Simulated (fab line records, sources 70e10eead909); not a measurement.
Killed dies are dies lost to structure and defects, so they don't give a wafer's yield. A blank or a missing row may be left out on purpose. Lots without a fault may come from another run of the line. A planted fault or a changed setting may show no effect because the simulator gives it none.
A struck lot beside a sound one | flow nand_harc | 14 steps out of a route of 1159
Sound: wafers L513.2, L513.3, L513.6. Struck: wafers L521.1, L521.5, L521.6. The cause comes at the end.
At each step with rows: each side's tool, then ch and its chambers, then its first start. Under that, the readings that differ: sound wafers | struck wafers | difference of the means | sigmas: that difference in standard deviations of wafers without a fault.
alike: readings whose means differ by less than 2 such deviations, and words and numbers that are the same on both sides. not compared: withheld readings, readings that some wafer has no value for, bounds like >300 that may hide the same value, and numbers for which the record gives no deviation and whose values overlap.
The two part at a step that has a row with sigmas, a row that says differs or no value, or rows on one side only. Numbers that don't overlap but have no deviation are shown without sigmas and don't part them. A reading that every wafer of one side lacks parts them only if that side has two wafers or more.

first, 2 steps without rows for these wafers: NHARC_A_CONTACT_ETCH_112 (etches the open film in C4F8/O2/Ar, time 94 s, target depth 922 nm); NHARC_A_CONTACT_ETCH_113 (etches the open film in C4F8/O2/Ar, time 94 s, target depth 922 nm).
NHARC_A_CONTACT_ETCH_114: etches the open film in C4F8/O2/Ar, time 94 s, target depth 922 nm.
  sound on har_cap_etch-01 ch 0,1, day 17 08:15; struck on har_cap_etch-02 ch 0,1, day 19 16:33
  alike: run_length_s
  not compared: rf_hours_counter_h
NHARC_A_CONTACT_ETCH_115: etches the open film in C4F8/O2/Ar, time 94 s, target depth 922 nm.
  sound on har_cap_etch-01 ch 0,1, day 17 08:21; struck on har_cap_etch-02 ch 0,1, day 19 16:38
  alike: run_length_s
  not compared: rf_hours_counter_h
then, 1 step without rows for these wafers: NHARC_A_CONTACT_ETCH_116 (etches the open film in C4F8/O2/Ar, time 94 s, target depth 922 nm).
NHARC_A_CONTACT_ETCH_117: etches the open film in C4F8/O2/Ar, time 94 s, target depth 922 nm.
  sound on har_cap_etch-01 ch 0,1, day 17 08:32; struck on har_cap_etch-02 ch 0,1, day 19 16:49
  alike: run_length_s
  not compared: rf_hours_counter_h
then, 1 step without rows for these wafers: NHARC_A_CONTACT_ETCH_118 (etches the open film in C4F8/O2/Ar, time 94 s, target depth 922 nm).
NHARC_A_CONTACT_ETCH_119: etches the open film in C4F8/O2/Ar, time 94 s, target depth 922 nm.
  sound on har_cap_etch-01 ch 0,1, day 17 08:43; struck on har_cap_etch-02 ch 0,1, day 19 17:00
  alike: run_length_s
  not compared: rf_hours_counter_h
then, 1 step without rows for these wafers: NHARC_A_CONTACT_ETCH_120 (etches the open film in C4F8/O2/Ar, time 94 s, target depth 922 nm).
NHARC_A_CONTACT_ETCH_121: etches the open film in C4F8/O2/Ar, time 94 s, target depth 922 nm.
  sound on har_cap_etch-01 ch 0,1, day 17 08:53; struck on har_cap_etch-02 ch 0,1, day 19 17:11
  alike: run_length_s
  not compared: rf_hours_counter_h
then, 2 steps without rows for these wafers: NHARC_A_CONTACT_ETCH_122 (etches the open film in C4F8/O2/Ar, time 95 s, target depth 930 nm); NHARC_A_CONTACT_ETCH_123 (etches the open film in C4F8/O2/Ar, time 253 s, target depth 1090 nm).
NHARC_A_CONTACT_ETCH_90: etches the open film in CH3F/O2, target depth 40 nm, time 85.7 s.
  sound on rie_diel-06 ch 1,3, day 17 09:40; struck on rie_diel-06 ch 2,3, day 19 18:03
  reading          | sound             | struck         | difference | sigmas
  run_length_s (s) | 106.5 107.3 106.3 | 73.3 73.3 74.0 | -33.2      | -69
  alike: ch3f_flow_sccm, drypump_motor_current_A, oes_product_au, rf_vpp_V, showerhead_plenum_p_Torr, throttle_valve_pct
  not compared: rf_hours_counter_h
then, 1 step without rows for these wafers: NHARC_A_CONTACT_ETCH_96 (etches the open film in C4F6/O2, target depth 20 nm, time 10 s).

WHERE THEY PART
Only at NHARC_A_CONTACT_ETCH_90, within this record.

WHY: what the simulator had put in
Process parameter drift: rie_diel-06, from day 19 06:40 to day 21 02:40, at NHARC_A_CONTACT_ETCH_90. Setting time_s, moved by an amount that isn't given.
